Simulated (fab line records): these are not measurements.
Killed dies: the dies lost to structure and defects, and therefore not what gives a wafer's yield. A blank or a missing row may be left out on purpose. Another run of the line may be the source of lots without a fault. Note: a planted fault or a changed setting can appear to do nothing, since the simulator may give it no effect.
Matching of chambers + flow nand-harc + NHARC_P_M0_CMP_23 on cmp-01: 4 sister chambers
The step polishes, t overpolish 20 s, target thk 117.54 nm. 8 wafers are shown with their chamber, then 8 later ones without.

## WAFERS, EACH WITH ITS CHAMBER
| wafer  | chamber | motor-current-A (A) | time-to-endpoint-s (s) |
|--------|---------|---------------------|------------------------|
| L079.3 | 1       | 10.4                | 30                     |
| L079.5 | 2       | 10.8                | 28                     |
| L081.2 | 3       | 11.7                | 24                     |
| L081.3 | 1       | 11.0                | 30                     |
| L081.6 | 3       | 11.7                | 24                     |
| L081.1 | 2       | 10.4                | 25                     |
| L081.5 | 0       | 12.8                | 24                     |
| L084.1 | 0       | 12.6                | 28                     |

## WAFERS MISSING THEIR CHAMBER
| wafer  | motor-current-A (A) | time-to-endpoint-s (s) |
|--------|---------------------|------------------------|
| L084.5 | 10.2                | 28                     |
| L084.6 | 10.7                | 29                     |
| L090.2 | 11.0                | 31                     |
| L090.3 | 10.8                | 30                     |
| L090.6 | 11.0                | 31                     |
| L092.1 | 10.1                | 26                     |
| L092.2 | 11.1                | 32                     |
| L092.4 | 13.1                | 28                     |

## WHICH CHAMBER EACH WENT THROUGH
| wafer  | from the rows above     | in truth |
|--------|-------------------------|----------|
| L084.5 | can't be placed: 2 or 1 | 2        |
| L084.6 | can't be placed: 1 or 2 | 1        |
| L090.2 | can't be placed: 1 or 2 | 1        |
| L090.3 | can't be placed: 1 or 2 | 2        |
| L090.6 | can't be placed: 1 or 2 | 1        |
| L092.1 | can't be placed: 2 or 1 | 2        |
| L092.2 | can't be placed: 1 or 2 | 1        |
| L092.4 | 0                       | 0        |
Placed correctly: 1 of 8. Can't be placed from these rows: 7 (the true chamber is among the candidates in 7). Placed wrongly: 0.
How it was worked out, from the rows above alone: a wafer's distance from a chamber is the root of the sum, over the readings, of the square of ((its reading less the chamber's mean) divided by the reading's scatter). The wafer belongs to the nearest chamber; if the next one is less than 2 further off, it can't be placed. Each chamber's mean is taken over the wafers shown for it. The scatter: take each reading less its chamber's mean, square it, sum over the shown wafers, divide by the number of wafers less the number of chambers, and take the root.
